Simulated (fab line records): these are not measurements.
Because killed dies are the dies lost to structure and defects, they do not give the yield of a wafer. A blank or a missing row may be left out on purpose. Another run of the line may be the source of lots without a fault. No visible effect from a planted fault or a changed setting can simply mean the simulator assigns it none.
Matching of chambers | flow n5-finfet | N5_WELL_APT_DESCUM_13 on rie-diel-01: 4 sister chambers
The step chemistry O2, time 7.9 s. 8 wafers are shown with their chamber, then 10 later ones without.

EACH WAFER AND ITS CHAMBER
wafer  | chamber | showerhead-plenum-p-Torr (Torr) | throttle-valve-pct (%)
L077.6 | 1       | 2.13                            | 20.29
L082.2 | 2       | 2.07                            | 20.72
L085.4 | 1       | 2.13                            | 19.86
L085.5 | 2       | 2.07                            | 20.74
L087.5 | 0       | 2.07                            | 20.16
L087.6 | 3       | 2.06                            | 20.50
L091.1 | 0       | 2.06                            | 20.19
L091.3 | 3       | 2.06                            | 20.51

WAFERS WITHOUT THEIR CHAMBER
wafer  | showerhead-plenum-p-Torr (Torr) | throttle-valve-pct (%)
L091.5 | 2.06                            | 20.19
L093.1 | 2.12                            | 19.88
L093.3 | 2.06                            | 20.52
L093.4 | 2.06                            | 20.77
L094.1 | 2.06                            | 20.53
L094.5 | 2.06                            | 20.52
L094.6 | 2.06                            | 20.20
L095.2 | 2.06                            | 20.77
L095.3 | 2.06                            | 20.21
L095.5 | 2.12                            | 19.89

WHICH CHAMBER EACH WENT THROUGH
wafer  | from the rows above     | in truth
L091.5 | can't be placed: 0 or 3 | 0
L093.1 | 1                       | 1
L093.3 | 3                       | 3
L093.4 | can't be placed: 3 or 2 | 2
L094.1 | 3                       | 3
L094.5 | 3                       | 3
L094.6 | can't be placed: 0 or 3 | 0
L095.2 | can't be placed: 3 or 2 | 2
L095.3 | can't be placed: 0 or 3 | 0
L095.5 | 1                       | 1
Correctly placed: 5 of 10. Not placeable from these rows: 5 (in 5, the candidates include the true chamber). Number placed wrongly: 0.
How it was worked out, from the rows above alone: a wafer's distance from a chamber is the root of the sum, over the readings, of the square of ((its reading less the chamber's mean) divided by the reading's scatter). The wafer belongs to the nearest chamber; if the next one is less than 2 further off, it can't be placed. The mean given for a chamber averages the wafers shown for that chamber. The scatter: the root of (the sum of the squares of (reading less its chamber's mean) over the shown wafers, divided by (wafers less chambers)).
